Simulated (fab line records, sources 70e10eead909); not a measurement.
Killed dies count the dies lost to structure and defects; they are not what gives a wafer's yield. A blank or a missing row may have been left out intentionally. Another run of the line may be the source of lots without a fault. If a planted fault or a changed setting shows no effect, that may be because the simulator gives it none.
What tool caused it?    flow nand_harc    24 lots, 72 wafers sampled, at 2 steps of a route of 1302

== WHAT EACH GAUGE READ, for each wafer ==
NHARC_A_SLIT_CD_MEAS_21. Usual: cd_nm 289.6 nm, standard deviation 0.97.
lot   measured      on         cd_nm (nm)         flag
L076  day 20 06:54  cd_sem-03  290.4 289.5 290.6  
L075  day 20 10:49  cd_sem-02  290.3 290.1 290.5  
L074  day 20 14:34  cd_sem-02  290.1 290.8 289.2  
L078  day 22 10:32  cd_sem-03  288.9 287.9 290.2  
L079  day 22 13:22  cd_sem-02  288.4 288.2 288.9  
L081  day 22 16:46  cd_sem-02  289.0 289.0 289.0  
L077  day 22 17:14  cd_sem-03  289.0 290.2 289.9  
L080  day 22 22:59  cd_sem-02  290.2 290.0 290.2  
L082  day 23 12:11  cd_sem-02  288.6 289.7 290.0  
L083  day 24 04:10  cd_sem-02  290.3 288.9 290.0  
L084  day 24 21:02  cd_sem-01  289.4 289.6 288.6  
L085  day 25 08:51  cd_sem-02  290.8 289.9 290.8  
L087  day 25 22:22  cd_sem-01  287.5 286.9 287.2  
L089  day 26 00:50  cd_sem-03  290.1 290.2 290.4  
L088  day 26 02:13  cd_sem-01  289.4 289.6 290.0  
L090  day 26 04:38  cd_sem-02  290.3 288.6 290.4  
L086  day 26 05:59  cd_sem-02  291.1 290.2 289.9  
L092  day 27 02:37  cd_sem-01  289.6 291.5 291.2  
L091  day 27 14:44  cd_sem-02  290.6 288.2 288.8  
L094  day 27 20:07  cd_sem-01  289.1 290.6 290.9  
L093  day 27 21:22  cd_sem-02  289.1 288.4 288.0  
L095  day 29 08:11  cd_sem-01  290.7 290.0 289.8  
L096  day 29 06:44  cd_sem-02  289.1 291.5 290.0  
L097  day 29 21:01  cd_sem-02  289.3 290.4 291.2  

== WHAT TOOL EACH LOT RAN ON (gives the tool, then ch and the chambers of the sampled wafers, and finally the start) ==
lot   NHARC_A_SLIT_ETCH_24
L076  rie_diel-08 ch 0,1,3, day 20 00:38
L075  rie_diel-12 ch 0,1,2, day 20 02:17
L074  rie_diel-02 ch 1,2,3, day 20 04:26
L078  rie_diel-08 ch 2,3, day 22 04:16
L079  rie_diel-02 ch 0,1,2, day 22 06:11
L081  rie_diel-08 ch 1,2, day 22 10:34
L077  rie_diel-02 ch 0,1, day 22 10:43
L080  rie_diel-02 ch 0,2, day 22 16:38
L082  rie_diel-12 ch 0,1,2, day 23 05:26
L083  rie_diel-02 ch 1,2,3, day 23 21:59
L084  rie_diel-08 ch 2,3, day 24 14:45
L085  rie_diel-08 ch 1,2,3, day 25 02:41
L087  rie_diel-02 ch 0,1,3, day 25 16:08
L089  rie_diel-12 ch 0,2, day 25 16:23
L088  rie_diel-02 ch 0,1, day 25 17:00
L090  rie_diel-02 ch 0,1,3, day 25 19:49
L086  rie_diel-08 ch 0,1, day 25 20:46
L092  rie_diel-02 ch 1,3, day 26 20:16
L091  rie_diel-02 ch 0,3, day 27 03:03
L094  rie_diel-02 ch 0,1, day 27 13:52
L093  rie_diel-02 ch 0,1,3, day 27 15:05
L095  rie_diel-02 ch 2,3, day 28 22:08
L096  rie_diel-08 ch 0,2,3, day 29 00:29
L097  rie_diel-02 ch 2,3, day 29 14:48
- NHARC_A_SLIT_ETCH_24: etches the open film in CF4/CHF3, target depth 121 nm, time 60.5 s.

== AS READ BY THE TOOLS THEMSELVES (means over the sampled wafers that have a number; for cases with no such wafer, the mark the record gives instead) ==
NHARC_A_SLIT_ETCH_24. Usual: bias_w 200.1 W, standard deviation 0.66; drypump_motor_current_A 5.4 A, standard deviation 0.37; oes_product_au 0.965 a.u., standard deviation 0.018; rf_vpp_V 370.9 V, standard deviation 2.2; showerhead_plenum_p_Torr 1.58 Torr, standard deviation 0.06; throttle_valve_pct 16.802 %, standard deviation 0.01.
lot   tool         bias_w (W)  drypump_motor_current_A (A)  oes_product_au (a.u.)  rf_vpp_V (V)  showerhead_plenum_p_Torr (Torr)  throttle_valve_pct (%)  flag
L076  rie_diel-08  200.3       5.6                          0.967                  369.4         1.53                             16.810                  
L075  rie_diel-12  200.4       5.4                          0.963                  368.9         1.53                             16.803                  
L074  rie_diel-02  200.3       5.3                          0.970                  372.9         1.62                             16.788                  
L078  rie_diel-08  201.6       5.6                          0.969                  368.6         1.51                             16.798                  
L079  rie_diel-02  200.4       5.3                          0.952                  371.5         1.62                             16.798                  
L081  rie_diel-08  200.0       5.2                          0.969                  367.3         1.48                             16.801                  
L077  rie_diel-02  200.6       5.4                          0.953                  372.2         1.62                             16.796                  
L080  rie_diel-02  199.4       5.1                          0.967                  372.8         1.64                             16.799                  
L082  rie_diel-12  200.1       5.4                          0.973                  368.5         1.53                             16.799                  
L083  rie_diel-02  200.2       5.3                          0.928                  372.5         1.62                             16.801                  
L084  rie_diel-08  200.5       5.9                          0.961                  370.2         1.55                             16.803                  
L085  rie_diel-08  200.0       5.4                          0.918                  368.6         1.52                             16.808                  
L087  rie_diel-02  200.5       5.4                          0.973                  371.7         1.62                             16.802                  
L089  rie_diel-12  200.2       5.4                          0.971                  371.6         1.55                             16.806                  
L088  rie_diel-02  200.0       5.6                          0.958                  371.6         1.61                             16.806                  
L090  rie_diel-02  200.2       5.4                          0.976                  372.6         1.62                             16.802                  
L086  rie_diel-08  198.9       5.6                          0.952                  368.7         1.49                             16.802                  
L092  rie_diel-02  199.9       5.6                          0.969                  371.3         1.60                             16.793                  
L091  rie_diel-02  199.4       5.2                          0.978                  372.3         1.63                             16.799                  
L094  rie_diel-02  200.3       5.6                          0.973                  372.1         1.61                             16.804                  
L093  rie_diel-02  199.6       5.4                          0.970                  372.2         1.62                             16.808                  
L095  rie_diel-02  200.5       5.0                          0.975                  372.9         1.63                             16.804                  
L096  rie_diel-08  200.2       5.8                          0.962                  368.4         1.52                             16.789                  
L097  rie_diel-02  200.1       5.0                          0.969                  372.8         1.63                             16.813                  

== THE ANSWER, worked out from the rows above alone ==
Rule: take the mean of a lot's wafers that have a number; if it is more than 3 standard deviations from the usual mean, the lot is off. A lot without any number at a reading at which 4 lots or more have one is off too. All remaining lots with rows at the step are treated as sound. First the gauges in route order, then the tools' own readings, where a lot's mean is used as printed above. The first step at which some lot is off is used, and at that step the reading that is off furthest; a lot without a number counts as furthest.
Across all readings shown, no lot is off: no conclusion can be drawn from this.

== WHAT WAS PUT IN BY THE SIMULATOR ==
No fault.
